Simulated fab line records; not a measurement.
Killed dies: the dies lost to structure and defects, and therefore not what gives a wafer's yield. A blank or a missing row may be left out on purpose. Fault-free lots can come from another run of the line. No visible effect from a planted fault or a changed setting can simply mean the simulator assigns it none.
Struck lot and sound lot, side by side | flow n5-finfet | 17 steps out of a route of 1938
Sound: these wafers, L758.2, L758.4, L758.5. Struck: wafers L768.1, L768.3, L768.5. The cause is named last.
Each step with rows lists, per side, the tool, then ch with its chambers, then its first start. Under that, the readings that differ: sound wafers | struck wafers | difference of the means | sigmas: that difference in standard deviations of wafers without a fault.
alike: readings with means less than 2 such deviations apart, plus words and numbers identical on both sides. not compared: withheld readings, readings lacking a value on some wafer, bounds such as >300 that could conceal the same value, and numbers that have no deviation in the record and whose values overlap.
The two part at a step that has a row with sigmas, a row that says differs or no value, or rows on one side only. Non-overlapping numbers with no deviation appear without sigmas and do not part them. Lack of a reading on every wafer of one side parts them only where that side has two or more wafers.

N5_BEOL_M1_ANNEAL_82: time 240 s.
  struck on pvd-sputter-03, day 9 06:44; sound on pvd-sputter-02, day 7 05:14
  alike: heater-power-w, susceptor-temp-C
then, 2 steps without rows for these wafers: N5_BEOL_M1_SPUTTER_86 (material Cu, target thk 4.5 nm, time 8.29 s); N5_BEOL_M1_ANNEAL_87 (time 240 s).
N5_BEOL_M1_SPUTTER_88: material Cu, target thk 4.5 nm, time 8.29 s.
  struck on pvd-sputter-03, day 9 07:05; sound on pvd-sputter-02, day 7 05:36
  alike: chamber-pressure-pa, substrate-temp-c, susceptor-temp-C, throttle-valve-pct
then, 1 step without rows for these wafers: N5_BEOL_M1_ANNEAL_89 (time 240 s).
N5_BEOL_M1_SPUTTER_90: material Cu, target thk 4.5 nm, time 8.29 s.
  struck on pvd-sputter-03, day 9 07:19; sound on pvd-sputter-02, day 7 05:49
  alike: chamber-pressure-pa, substrate-temp-c, susceptor-temp-C, throttle-valve-pct
N5_BEOL_M1_ANNEAL_91: time 240 s.
  struck on pvd-sputter-03, day 9 07:23; sound on pvd-sputter-02, day 7 05:54
  alike: heater-power-w, susceptor-temp-C
then, 1 step without rows for these wafers: N5_BEOL_M1_SPUTTER_92 (material Cu, target thk 4.5 nm, time 8.29 s).
N5_BEOL_M1_ANNEAL_93: time 240 s.
  struck on pvd-sputter-03, day 9 07:37; sound on pvd-sputter-02, day 7 06:07
  alike: heater-power-w, susceptor-temp-C
then, 3 steps without rows for these wafers: N5_BEOL_M1_SPUTTER_94 (material Cu, target thk 4.5 nm, time 8.29 s); N5_BEOL_M1_ANNEAL_95 (time 240 s); N5_BEOL_M1_SPUTTER_96 (material Cu, target thk 4.5 nm, time 8.29 s).
N5_BEOL_M1_ECD_50: material Cu, target thk 300 nm.
  sound on ecd-cu-02 ch 0,1, day 7 06:36; struck on ecd-cu-01 ch 1, day 9 08:05
then, 1 step without rows for these wafers: N5_BEOL_M1_ANNEAL_51 (time 90 s).
N5_BEOL_M1_CMP_52: polishes, stops on SiOC, t overpolish 6.8 s, target thk 40 nm.
  sound on cmp-03 ch 2,3, day 7 06:59; struck on cmp-01 ch 1,2, day 9 08:28
  reading                | sound    | struck | difference | sigmas
  time-to-endpoint-s (s) | 61 65 65 | 4 0 0  | -62        | -19
  alike: motor-current-A, platen-rpm, slurry-flow-ml-min
N5_BEOL_M4_RC_MEAS_101:
  the record has rows for the sound wafers here (prober-02 ch 0, day 9 17:08) and none for the struck ones
-- a jump in the record: the struck wafers' starts before and after are 7 days apart (it breaks off in module BEOL_M4 and resumes in module PASSIVATION, where the first step shown is number 1936 of the route) --
N5_PASSIVATION_PROBE_49:
  struck on prober-02, day 15 21:19; sound on prober-02, day 14 06:16
  reading                  | sound          | struck         | difference | sigmas
  defect-limited-yield (%) | 93.6 91.9 93.4 | 0 0 0          | -93        | -66
  killed_at_M0_to_M3       | 24 36 18       | 1114 1099 1112 | +1082      | +98
  killed-dies              | 76 95 78       | 1180 1180 1180 | +1097      | +65
  killed-on-rim            | 10 13 11       | 152 152 152    | +141       | +37
  sort_bin_5_function (%)  | 3.7 4.8 4.1    | 96.6 95.9 96.4 | +92.1      | +96
  sort-n-pass              | 1104 1085 1102 | 0 0 0          | -1097      | -65
  sort-yield-pct (%)       | 93.6 91.9 93.4 | 0 0 0          | -93        | -66
  alike: killed_at_M4_up, killed-at-contacts, killed-at-front-end, killed-at-other, killed-open, killed-short, sort_bin_6_memory, sort_bin_8_speed

## WHERE THEY PART
First at N5_BEOL_M1_CMP_52; last, within this record, at N5_PASSIVATION_PROBE_49.

WHY: what had been put in by the simulator
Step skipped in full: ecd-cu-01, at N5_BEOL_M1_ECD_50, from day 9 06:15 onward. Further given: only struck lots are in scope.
